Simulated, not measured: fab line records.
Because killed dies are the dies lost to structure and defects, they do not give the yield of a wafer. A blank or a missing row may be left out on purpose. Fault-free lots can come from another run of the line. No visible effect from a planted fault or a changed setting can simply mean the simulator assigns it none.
Chamber matching -- flow nand harc -- ald hk-04 running NHARC_A_WL_FILL_ALD_00: 4 sister chambers
The step deposits Al2O3, target thk 3 nm, pulse time 3 s, ald cycles 30. 4 wafers are shown with their chamber, then 8 later ones without.

EACH WAFER AND ITS CHAMBER
wafer,chamber,heater power w (W)
L083.2,1,551
L083.3,0,402
L083.5,2,403
L086.2,3,391

WAFERS WHOSE CHAMBER IS MISSING
wafer,heater power w (W)
L086.4,415
L086.6,383
L087.1,399
L087.2,524
L087.6,402
L096.4,511
L096.5,502
L096.6,391

THE CHAMBER EACH PASSED THROUGH
wafer,from the rows above,in truth
L086.4,can't be placed: 2 or 0 or 3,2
L086.6,can't be placed: 3 or 0 or 2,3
L087.1,can't be placed: 0 or 2 or 3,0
L087.2,1,1
L087.6,can't be placed: 0 or 2 or 3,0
L096.4,1,1
L096.5,1,1
L096.6,can't be placed: 3 or 0 or 2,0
Correctly placed: 3 of 8. Unplaceable from these rows: 5, with the true chamber sitting among the candidates in 5. 0 placed wrongly.
How it was worked out, from the rows above alone: a wafer's distance from a chamber is the root of the sum, over the readings, of the square of ((its reading less the chamber's mean) divided by the reading's scatter). If the next closest chamber is less than 2 further off than the closest, the wafer can't be placed; otherwise it belongs to the closest. For every chamber, the mean is computed from those of its wafers that are shown. The scatter: root of mean squared gap, hidden wafer to nearest shown wafer, with one shown wafer a chamber.
